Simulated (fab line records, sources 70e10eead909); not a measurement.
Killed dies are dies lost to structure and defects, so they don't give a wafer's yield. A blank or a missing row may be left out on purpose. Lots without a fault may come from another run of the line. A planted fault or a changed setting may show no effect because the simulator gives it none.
Chamber matching | flow nand_harc | NHARC_A_STAIRCASE_DEP_151 on pecvd-02: 3 sister chambers
The step deposits SiO2, target thk 7200 nm. 6 wafers are shown with their chamber, then 7 later ones without.

WAFERS WITH THEIR CHAMBER
wafer  | chamber | heater_power_w (W)
L082.4 | 2       | 581
L083.2 | 1       | 698
L083.3 | 0       | 626
L083.4 | 2       | 569
L088.4 | 1       | 657
L088.5 | 0       | 525

WAFERS WITHOUT THEIR CHAMBER
wafer  | heater_power_w (W)
L088.6 | 580
L092.2 | 615
L092.3 | 784
L092.4 | 524
L096.1 | 709
L096.5 | 598
L096.6 | 480

WHICH CHAMBER EACH WENT THROUGH
wafer  | from the rows above          | in truth
L088.6 | can't be placed: 0 or 2      | 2
L092.2 | can't be placed: 0 or 2 or 1 | 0
L092.3 | 1                            | 1
L092.4 | can't be placed: 2 or 0      | 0
L096.1 | 1                            | 1
L096.5 | can't be placed: 0 or 2 or 1 | 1
L096.6 | can't be placed: 2 or 0      | 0
Placed correctly: 2 of 7. Can't be placed from these rows: 5 (the true chamber is among the candidates in 5). Placed wrongly: 0.
How it was worked out, from the rows above alone: a wafer's distance from a chamber is the root of the sum, over the readings, of the square of ((its reading less the chamber's mean) divided by the reading's scatter). The wafer belongs to the nearest chamber; if the next one is less than 2 further off, it can't be placed. A chamber's mean is the mean of its shown wafers. The scatter: the root of (the sum of the squares of (reading less its chamber's mean) over the shown wafers, divided by (wafers less chambers)).
